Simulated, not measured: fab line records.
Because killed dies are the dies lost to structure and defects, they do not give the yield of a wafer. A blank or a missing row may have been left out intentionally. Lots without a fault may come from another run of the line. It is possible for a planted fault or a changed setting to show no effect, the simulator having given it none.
Which tool did it? | flow nand_harc | 6 lots, 18 wafers sampled, at 5 steps of a route of 1159

WHAT THE GAUGES READ, wafer by wafer
NHARC_END_SORT_01.
lot | measured | on | killed_at_array

TOOL THAT RAN EACH LOT (tool first, then ch and the chambers of the sampled wafers, then the start)
lot  | NHARC_A_CONTACT_DEP_84        | NHARC_THIN_TSV_CMP_01         | NHARC_THIN_TSV_DEGAS_53      | NHARC_THIN_TSV_ETCH_36
L332 | acl_dep-03 ch 0, day 17 03:41 | cmp-03 ch 0,1,2, day 19 02:29 | pvd_sputter-02, day 19 08:44 | rie_metal-02 ch 0,1, day 19 10:16
L331 | acl_dep-03 ch 0, day 17 13:46 | cmp-02 ch 0,2,3, day 19 04:52 | pvd_sputter-02, day 19 11:08 | rie_metal-03 ch 0,1, day 19 12:50
L335 | acl_dep-01 ch 0, day 18 10:22 | cmp-02 ch 2,3, day 20 00:35   | pvd_sputter-01, day 20 06:56 | rie_metal-01 ch 0, day 20 08:38
L345 | acl_dep-03 ch 0, day 20 21:38 | cmp-04 ch 0,3, day 22 19:56   | pvd_sputter-01, day 23 01:58 | rie_metal-01 ch 0,1, day 23 03:39
L348 | acl_dep-03 ch 0, day 22 04:05 | cmp-02 ch 1,3, day 23 21:27   | pvd_sputter-01, day 24 03:39 | rie_metal-02 ch 0,1, day 24 05:13
L351 | acl_dep-03 ch 0, day 23 05:28 | cmp-03 ch 2,3, day 24 20:14   | pvd_sputter-03, day 25 02:15 | rie_metal-02 ch 0,1, day 25 03:49
- NHARC_A_CONTACT_DEP_84: deposits aC, target thk 2000 nm.
- NHARC_THIN_TSV_CMP_01: polishes.
- NHARC_THIN_TSV_DEGAS_53: time 60 s.
- NHARC_THIN_TSV_ETCH_36: etches the open film in Cl2/BCl3, target depth 65 nm, time 18.571 s.

THE ANSWER, worked out from the rows above alone
Rule: the usual values come from the lots themselves. Put in order of their means at a reading, lots are off if they are a third of the lots or fewer, leave a main group of 4 or more, and stand apart from it by a gap of 3 or more times the standard deviation of the main group's means; of several such gaps the widest counts. A main group whose means are all the same, to the digits that the tables above print for the reading, isn't used. Also off: a lot with no number at a reading for which 4 or more lots have one. The other lots that the step has rows for count as sound.
No lot is off at any reading shown: from this, nothing can be told.

WHAT WAS PUT IN BY THE SIMULATOR
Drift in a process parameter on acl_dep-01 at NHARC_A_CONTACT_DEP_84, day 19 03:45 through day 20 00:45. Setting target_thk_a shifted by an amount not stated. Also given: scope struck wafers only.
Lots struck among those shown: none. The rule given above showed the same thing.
